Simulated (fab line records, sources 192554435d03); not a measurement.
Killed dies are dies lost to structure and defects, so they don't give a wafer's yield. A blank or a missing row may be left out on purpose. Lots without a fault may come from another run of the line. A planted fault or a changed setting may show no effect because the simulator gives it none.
A struck lot beside a sound one | flow n5_finfet | 14 steps out of a route of 1938
Sound: wafers L314.2, L314.3, L314.5. Struck: wafers L310.1, L310.2, L310.5. The cause comes at the end.
At each step with rows: each side's tool, then ch and its chambers, then its first start. Under that, the readings that differ: sound wafers | struck wafers | difference of the means | sigmas: that difference in standard deviations of wafers without a fault.
alike: readings whose means differ by less than 2 such deviations, and words and numbers that are the same on both sides. not compared: withheld readings, readings that some wafer has no value for, bounds like >300 that may hide the same value, and numbers for which the record gives no deviation and whose values overlap.
The two part at a step that has a row with sigmas, a row that says differs or no value, or rows on one side only. Numbers that don't overlap but have no deviation are shown without sigmas and don't part them. A reading that every wafer of one side lacks parts them only if that side has two wafers or more.

first, 1 step without rows for these wafers: N5_BEOL_M6_STRIP_68 (strips in N2/H2).
N5_BEOL_M6_STRIP_67: strips in CF4.
  sound on rie_diel-04 ch 0,1,2, day 13 17:35; struck on rie_diel-01 ch 0,3, day 12 16:25
  reading      | sound             | struck            | difference | sigmas
  rf_vpp_V (V) | 273.7 271.1 273.2 | 269.8 269.3 268.8 | -3.4       | -2
  alike: chamber_pressure_mTorr, drypump_motor_current_A, oes_product_au, showerhead_plenum_p_Torr, throttle_valve_pct
  not compared: rf_hours_counter_h
N5_BEOL_M6_HM_OPEN_17: chemistry Cl2/BCl3, target TiN, target depth 20 nm, overetch 6 nm.
  sound on rie_metal-02 ch 0, day 13 17:37; struck on rie_metal-02 ch 0,1, day 12 16:27
  alike: chamber_pressure_mTorr, drypump_motor_current_A, mfc_ar_sccm, mfc_cl2_sccm, oes_ar_750_au, oes_product_au, throttle_valve_pct
  not compared: rf_hours_counter_h
N5_BEOL_M6_STRIP_19: strips in O2.
  sound on rie_diel-03 ch 1,2, day 13 17:44; struck on rie_diel-01 ch 0,1,3, day 12 16:34
  alike: chamber_pressure_mTorr, drypump_motor_current_A, oes_product_au, rf_vpp_V, showerhead_plenum_p_Torr, throttle_valve_pct
  not compared: rf_hours_counter_h
N5_BEOL_M6_CD_MEAS_18: pitch 80 nm, target cd 40 nm.
  sound on cd_sem-02, day 13 17:48; struck on cd_sem-03, day 12 16:38
  alike: cd_nm
then, 7 steps without rows for these wafers: N5_BEOL_M6_COAT_63 (time 60 s, resist thk 60 nm); N5_BEOL_M6_COAT_64 (time 60 s, resist thk 12 nm); N5_BEOL_M6_COAT_71 (time 60 s, resist thk 5 nm); N5_BEOL_M6_COAT_22 (resist thk 30 nm); N5_BEOL_M6_EBR_24; N5_BEOL_M6_SOFTBAKE_23 (time 60 s); N5_BEOL_M6_EXPOSE_25 (exposes mask V5, target cd 40 nm).
N5_BEOL_M6_PEB_26: peb time 60 s.
  sound on litho_track-02 ch 0, day 13 18:10; struck on litho_track-02, day 12 17:29
  no value came back on the struck wafers for chill_plate_temp_C (C), exhaust_pa (Pa), heater_power_total_W (W); on the sound wafers chill_plate_temp_C (C) reads 23.05 23.08 22.99
then, 1 step without rows for these wafers: N5_BEOL_M6_DEVELOP_27 (develop time 30 s).

WHERE THEY PART
First at N5_BEOL_M6_STRIP_67; last, within this record, at N5_BEOL_M6_PEB_26.

WHY: what the simulator had put in
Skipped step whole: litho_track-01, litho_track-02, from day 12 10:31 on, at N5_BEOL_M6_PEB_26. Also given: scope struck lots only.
